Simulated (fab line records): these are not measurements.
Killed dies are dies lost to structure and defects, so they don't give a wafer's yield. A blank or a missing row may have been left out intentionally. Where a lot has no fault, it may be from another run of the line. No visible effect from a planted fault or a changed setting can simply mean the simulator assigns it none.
Chamber matching	flow n5-finfet	N5_BEOL_M4_PRE_CLEAN_60 on cvd-co-01: 3 sister chambers
The step time 15 s. 22 wafers are shown with their chamber, then 11 later ones without.

WAFERS PAIRED WITH THEIR CHAMBERS
wafer	chamber	heater-power-w (W)
L076.1	0	98
L076.2	2	64
L076.5	0	96
L077.1	2	64
L077.2	1	98
L077.5	0	98
L078.1	2	64
L078.4	2	64
L078.6	1	98
L080.1	0	96
L080.3	1	99
L080.4	0	98
L079.2	0	99
L079.3	1	96
L079.4	0	98
L086.3	2	63
L086.4	2	65
L086.5	0	98
L088.1	1	97
L088.3	2	65
L088.6	0	98
L090.2	0	98

SIGNATURES, as means of the wafers listed above
reading	chamber 0	chamber 1	chamber 2	scatter within a chamber
heater-power-w	97.70	97.60	64.14	0.922
Rule: distance of a wafer from a chamber = root of the sum over the readings of ((wafer's reading minus chamber's mean) / reading's scatter) squared. The wafer belongs to the nearest chamber; if the next one is less than 2 further off, it can't be placed. The scatter: the root of (the sum of the squares of (reading less its chamber's mean) over the shown wafers, divided by (wafers less chambers)).

WAFERS WHOSE CHAMBER IS MISSING
wafer	heater-power-w (W)
L090.4	97
L090.6	101
L089.1	96
L089.3	97
L089.5	98
L091.1	67
L091.5	99
L091.6	97
L095.1	99
L095.4	100
L095.5	99

CHAMBER TAKEN BY EACH
wafer	from the rows above	in truth
L090.4	can't be placed: 1 or 0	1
L090.6	can't be placed: 0 or 1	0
L089.1	can't be placed: 1 or 0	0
L089.3	can't be placed: 1 or 0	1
L089.5	can't be placed: 0 or 1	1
L091.1	2	2
L091.5	can't be placed: 0 or 1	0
L091.6	can't be placed: 1 or 0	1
L095.1	can't be placed: 0 or 1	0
L095.4	can't be placed: 0 or 1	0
L095.5	can't be placed: 0 or 1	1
Placed correctly: 1 of 11. Cannot be placed on the basis of these rows: 10; the candidates contain the true chamber in 10. Number placed wrongly: 0.
